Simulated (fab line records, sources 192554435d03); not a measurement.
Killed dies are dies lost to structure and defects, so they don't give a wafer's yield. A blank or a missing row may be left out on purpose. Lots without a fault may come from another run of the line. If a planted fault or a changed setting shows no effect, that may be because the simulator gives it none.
What tool caused it? | flow n5Finfet | Sampling: 22 lots, 66 wafers, 2 of 1938 route steps

== WHAT EACH GAUGE READ, for each wafer ==
N5_BEOL_M15_INSPECT_55: inspects for defects (darkfield). Usual: rawDefectCount at 70, with a standard deviation of 25.
lot  | measured     | on               | rawDefectCount | flag
L074 | day 12 22:54 | defectInspect-02 | 78 73 68       | 
L075 | day 13 17:37 | defectInspect-01 | 47 69 73       | 
L078 | day 14 05:58 | defectInspect-01 | 53 34 33       | 
L076 | day 14 07:45 | defectInspect-01 | 65 44 65       | 
L077 | day 14 11:11 | defectInspect-02 | 59 75 96       | 
L079 | day 14 18:58 | defectInspect-02 | 112 87 78      | 
L083 | day 14 20:22 | defectInspect-02 | 44 56 56       | 
L080 | day 15 10:56 | defectInspect-02 | 74 76 68       | 
L084 | day 16 00:41 | defectInspect-01 | 36 32 72       | 
L085 | day 16 06:44 | defectInspect-01 | 62 53 48       | 
L088 | day 16 19:03 | defectInspect-02 | 62 70 51       | 
L087 | day 16 19:55 | defectInspect-01 | 71 144 38      | 
L089 | day 17 02:02 | defectInspect-01 | 96 125 74      | 
L086 | day 17 19:00 | defectInspect-02 | 49 65 83       | 
L091 | day 17 19:47 | defectInspect-02 | 85 79 78       | 
L093 | day 18 08:03 | defectInspect-02 | 56 48 71       | 
L092 | day 18 16:00 | defectInspect-02 | 54 65 76       | 
L094 | day 19 04:58 | defectInspect-02 | 137 135 107    | 
L090 | day 19 23:18 | defectInspect-02 | 112 60 83      | 
L097 | day 20 04:25 | defectInspect-01 | 47 51 33       | 
L096 | day 20 05:58 | defectInspect-01 | 61 87 47       | 
L095 | day 20 18:29 | defectInspect-02 | 90 100 41      | 

== WHICH TOOL RAN EACH LOT (tool, then ch and the chambers of the sampled wafers, then the start) ==
lot  | N5_BEOL_M15_ETCH_38
L074 | rieDiel-06 ch 0,3, day 12 22:54 or earlier
L075 | rieDiel-06 ch 0,1,3, day 13 17:37 or earlier
L078 | rieDiel-03 ch 1,3, day 14 05:58 or earlier
L076 | rieDiel-03 ch 0,3, day 14 07:45 or earlier
L077 | rieDiel-03 ch 1,2, day 14 11:11 or earlier
L079 | rieDiel-06 ch 1,2,3, day 14 18:58 or earlier
L083 | rieDiel-02 ch 0,3, day 14 20:22 or earlier
L080 | rieDiel-06 ch 0,1,3, day 15 10:56 or earlier
L084 | rieDiel-03 ch 0,1,2, day 16 00:41 or earlier
L085 | rieDiel-02 ch 0,2, day 16 06:44 or earlier
L088 | rieDiel-02 ch 0,1,3, day 16 19:03 or earlier
L087 | rieDiel-06 ch 0,1,2, day 16 19:55 or earlier
L089 | rieDiel-02 ch 0,1,3, day 17 02:02 or earlier
L086 | rieDiel-02 ch 0,2,3, day 17 19:00 or earlier
L091 | rieDiel-06 ch 0,2, day 17 19:47 or earlier
L093 | rieDiel-06 ch 1,3, day 18 08:03 or earlier
L092 | rieDiel-06 ch 1,3, day 18 16:00 or earlier
L094 | rieDiel-03 ch 1,2, day 19 04:58 or earlier
L090 | rieDiel-03 ch 0,2, day 19 23:18 or earlier
L097 | rieDiel-03 ch 0,1,3, day 20 04:25 or earlier
L096 | rieDiel-02 ch 2,3, day 20 05:58 or earlier
L095 | rieDiel-02 ch 0,2,3, day 20 18:29 or earlier
- N5_BEOL_M15_ETCH_38: etches SiCN in CF4/N2, target depth 106.4 nm, time 120.5 s.

== WHAT THE TOOLS THEMSELVES READ (means of the sampled wafers that have a number; where no wafer has one, the mark that the record gives instead) ==
N5_BEOL_M15_ETCH_38. Usual: chamberPressureMTorr 40.00 mTorr, standard deviation 0.037; drypumpMotorCurrentA 5.6 A, standard deviation 0.34; mfcArSccm 100.0 sccm, standard deviation 0.31; n2FlowSccm 59.99 sccm, standard deviation 0.17; oesProductAu 0.79 a.u., standard deviation 0.082; rfVppV 382.0 V, standard deviation 2.1; showerheadPlenumPTorr 2.20 Torr, standard deviation 0.078; throttleValvePct 15.43 %, standard deviation 0.23.
lot  | tool       | chamberPressureMTorr (mTorr) | drypumpMotorCurrentA (A) | mfcArSccm (sccm) | n2FlowSccm (sccm) | oesProductAu (a.u.) | rfVppV (V) | showerheadPlenumPTorr (Torr) | throttleValvePct (%) | flag
L074 | rieDiel-06 | 40.02                        | 5.6                      | 100.0            | 60.05             | 0.82                | 380.9      | 2.16                         | 15.30                | 
L075 | rieDiel-06 | 40.04                        | 5.6                      | 99.8             | 60.22             | 0.78                | 382.4      | 2.19                         | 15.45                | 
L078 | rieDiel-03 | 39.98                        | 5.4                      | 100.2            | 59.85             | 0.74                | 383.9      | 2.25                         | 15.73                | 
L076 | rieDiel-03 | 39.98                        | 5.3                      | 99.9             | 60.11             | 0.75                | 383.3      | 2.26                         | 15.68                | 
L077 | rieDiel-03 | 39.96                        | 6.1                      | 99.9             | 60.10             | 0.80                | 382.1      | 2.21                         | 15.40                | 
L079 | rieDiel-06 | 40.01                        | 5.7                      | 100.2            | 59.91             | 0.74                | 380.9      | 2.15                         | 15.60                | 
L083 | rieDiel-02 | 40.02                        | 5.6                      | 100.4            | 59.90             | 0.71                | 379.5      | 2.09                         | 15.58                | 
L080 | rieDiel-06 | 40.01                        | 5.6                      | 99.7             | 60.00             | 0.77                | 381.0      | 2.18                         | 15.48                | 
L084 | rieDiel-03 | 39.97                        | 5.9                      | 99.9             | 59.86             | 0.81                | 382.4      | 2.22                         | 15.36                | 
L085 | rieDiel-02 | 40.01                        | 5.5                      | 99.7             | 60.01             | 0.73                | 381.1      | 2.16                         | 15.55                | 
L088 | rieDiel-02 | 39.99                        | 5.5                      | 99.9             | 60.11             | 0.82                | 383.3      | 2.25                         | 15.31                | 
L087 | rieDiel-06 | 40.00                        | 5.6                      | 100.0            | 59.86             | 0.78                | 380.8      | 2.13                         | 15.40                | 
L089 | rieDiel-02 | 40.00                        | 5.5                      | 100.2            | 60.17             | 0.82                | 383.7      | 2.25                         | 15.32                | 
L086 | rieDiel-02 | 40.00                        | 5.6                      | 99.8             | 60.10             | 0.79                | 381.8      | 2.20                         | 15.41                | 
L091 | rieDiel-06 | 40.00                        | 5.7                      | 100.0            | 59.92             | 0.76                | 379.2      | 2.07                         | 15.41                | 
L093 | rieDiel-06 | 39.99                        | 5.7                      | 99.9             | 60.14             | 0.89                | 382.0      | 2.19                         | 15.42                | 
L092 | rieDiel-06 | 39.98                        | 5.7                      | 100.0            | 59.92             | 0.88                | 381.4      | 2.19                         | 15.42                | 
L094 | rieDiel-03 | 40.04                        | 6.1                      | 99.6             | 60.02             | 0.77                | 382.2      | 2.20                         | 15.45                | 
L090 | rieDiel-03 | 40.01                        | 5.6                      | 100.1            | 59.98             | 0.84                | 383.5      | 2.23                         | 15.22                | 
L097 | rieDiel-03 | 40.01                        | 5.8                      | 100.0            | 59.95             | 0.74                | 382.8      | 2.23                         | 15.67                | 
L096 | rieDiel-02 | 40.01                        | 5.5                      | 99.8             | 60.02             | 0.96                | 383.0      | 2.22                         | 15.22                | 
L095 | rieDiel-02 | 40.00                        | 5.6                      | 100.1            | 59.95             | 0.86                | 382.1      | 2.20                         | 15.32                | 

== THE ANSWER, worked out from the rows above alone ==
Rule: lot off if the mean of its wafers having a number is beyond 3 standard deviations from the usual mean. Also off: a lot with no number at a reading for which 4 or more lots have one. Any other lot the step has rows for is counted as sound. The gauges are gone through in route order, then the tools' own readings, and for those a lot's mean is taken as printed above. At the first step where some lot is off, the reading lying furthest off is the one used; lots without a number count as furthest.
Nothing can be told from this: no lot is off at any reading shown.

== WHAT THE SIMULATOR HAD PUT IN ==
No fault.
